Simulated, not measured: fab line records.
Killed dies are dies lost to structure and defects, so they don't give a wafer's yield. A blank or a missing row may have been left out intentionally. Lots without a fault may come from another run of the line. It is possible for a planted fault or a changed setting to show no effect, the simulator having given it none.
Chamber matching | flow n5Finfet | 4 sister chambers for N5_BEOL_M3_DESCUM_33 on rieDiel-03
The step chemistry O2, time 7 s. 14 wafers are shown with their chamber, then 7 later ones without.

== WAFERS WITH THEIR CHAMBER ==
wafer  | chamber | showerheadPlenumPTorr (Torr) | throttleValvePct (%) | oesProductAu (a.u.)
L082.1 | 2       | 2.06                         | 20.79                | 0.67
L082.3 | 0       | 2.00                         | 20.75                | 0.72
L082.5 | 0       | 2.00                         | 20.75                | 0.72
L085.1 | 1       | 2.13                         | 20.36                | 0.93
L085.3 | 3       | 2.14                         | 20.23                | 0.96
L085.6 | 1       | 2.13                         | 20.39                | 0.93
L087.1 | 1       | 2.12                         | 20.41                | 0.87
L087.2 | 0       | 1.99                         | 20.79                | 0.70
L087.5 | 0       | 1.99                         | 20.78                | 0.70
L086.1 | 3       | 2.14                         | 20.26                | 0.90
L086.5 | 3       | 2.13                         | 20.28                | 0.89
L086.6 | 0       | 1.99                         | 20.79                | 0.71
L096.1 | 1       | 2.12                         | 20.40                | 0.87
L096.5 | 1       | 2.12                         | 20.42                | 0.87

SIGNATURES, as means of the wafers listed above
reading               | chamber 0 | chamber 1 | chamber 2 | chamber 3 | scatter within a chamber
showerheadPlenumPTorr | 1.9940    | 2.1240    | 2.0600    | 2.1367    | 0.00554
throttleValvePct      | 20.7720   | 20.3960   | 20.7900   | 20.2567   | 0.0225
oesProductAu          | 0.7100    | 0.8940    | 0.6700    | 0.9167    | 0.0275
Rule: a wafer lies at a distance from a chamber equal to the root of the sum of squares, over the readings, of (its reading less the chamber's mean, divided by the reading's scatter). The wafer belongs to the nearest chamber; if the next one is less than 2 further off, it can't be placed. The scatter: the root of (the sum of the squares of (reading less its chamber's mean) over the shown wafers, divided by (wafers less chambers)).

== WAFERS WHOSE CHAMBER IS MISSING ==
wafer  | showerheadPlenumPTorr (Torr) | throttleValvePct (%) | oesProductAu (a.u.)
L096.6 | 1.99                         | 20.79                | 0.71
L093.3 | 1.99                         | 20.79                | 0.70
L093.4 | 2.05                         | 20.38                | 0.94
L093.6 | 1.99                         | 20.79                | 0.70
L092.1 | 2.12                         | 20.40                | 0.87
L092.3 | 1.99                         | 20.79                | 0.70
L092.5 | 2.13                         | 20.28                | 0.88

== EACH ONE'S CHAMBER ==
wafer  | from the rows above | in truth
L096.6 | 0                   | 0
L093.3 | 0                   | 0
L093.4 | 1                   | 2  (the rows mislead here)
L093.6 | 0                   | 0
L092.1 | 1                   | 1
L092.3 | 0                   | 0
L092.5 | 3                   | 3
Correctly placed: 6 of 7. From these rows, 0 cannot be placed. Number placed wrongly: 1.
